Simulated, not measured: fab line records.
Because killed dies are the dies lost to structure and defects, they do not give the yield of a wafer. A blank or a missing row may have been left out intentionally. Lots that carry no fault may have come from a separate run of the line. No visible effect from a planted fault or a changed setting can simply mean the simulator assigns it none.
One fault through the eyes of 2 desks    flow n5Finfet    what lay behind the numbers comes last; until then each desk has only its own

## THE TOOL OWNER'S DESK: aldSin-01
The tool's own readings at N5_DUMMY_GATE_ALD_02 (deposits SiO2, target thk 2 nm, pulse time 1 s): means of the sampled wafers that have a number, for each lot that ran on this tool. Any lot whose mean is over 4 standard deviations away from the usual mean is out of limits and marked OUT; that distance is given in the brackets.
Columns: A = heaterPowerW at N5_DUMMY_GATE_ALD_02, usual 463 W; B = precursorPulseHeightRel at N5_DUMMY_GATE_ALD_02, usual 0.997
lot   first seen here  A    B
L380  day 2 19:08      511  1.003
L382  day 3 07:50      437  1.034
L383  day 3 13:11      489  1.009
L392  day 5 21:39      476  0.989
L393  day 6 01:40      491  0.987
L395  day 6 13:08      495  0.999
L396  day 6 19:26      481  0.998
L399  day 7 13:53      485  0.983
This desk's verdict: no lot among the 8 shows anything out of limits.

## FROM THE METROLOGY DESK
Lot by lot, what the gauges showed, no matter which tool ran the lot: averages of those sampled wafers that carry a number. Any lot whose mean is over 4 standard deviations away from the usual mean is out of limits and marked OUT; that distance is given in the brackets.
Columns: A = PASS_OPEN_OVL at N5_PASSIVATION_OVL_MEAS_66, usual 2 nm
lot   first seen here  A
L380  day 13 07:59     4
L383  day 13 23:58     1
L382  day 14 00:27     -2
L387  day 14 16:48     1
L384  day 14 22:18     -3
L395  day 16 03:43     3
L392  day 16 09:02     3
L393  day 16 23:16     -5
L396  day 17 10:38     -5
L399  day 17 22:15     1
L401  day 18 14:04     4
This desk's verdict: no lot among the 11 shows anything out of limits.

## ALL TOGETHER
The desk of the tool owner found nothing out of limits.
Metrology desk: nothing out of limits seen.

## WHAT THE SIMULATOR PUT IN
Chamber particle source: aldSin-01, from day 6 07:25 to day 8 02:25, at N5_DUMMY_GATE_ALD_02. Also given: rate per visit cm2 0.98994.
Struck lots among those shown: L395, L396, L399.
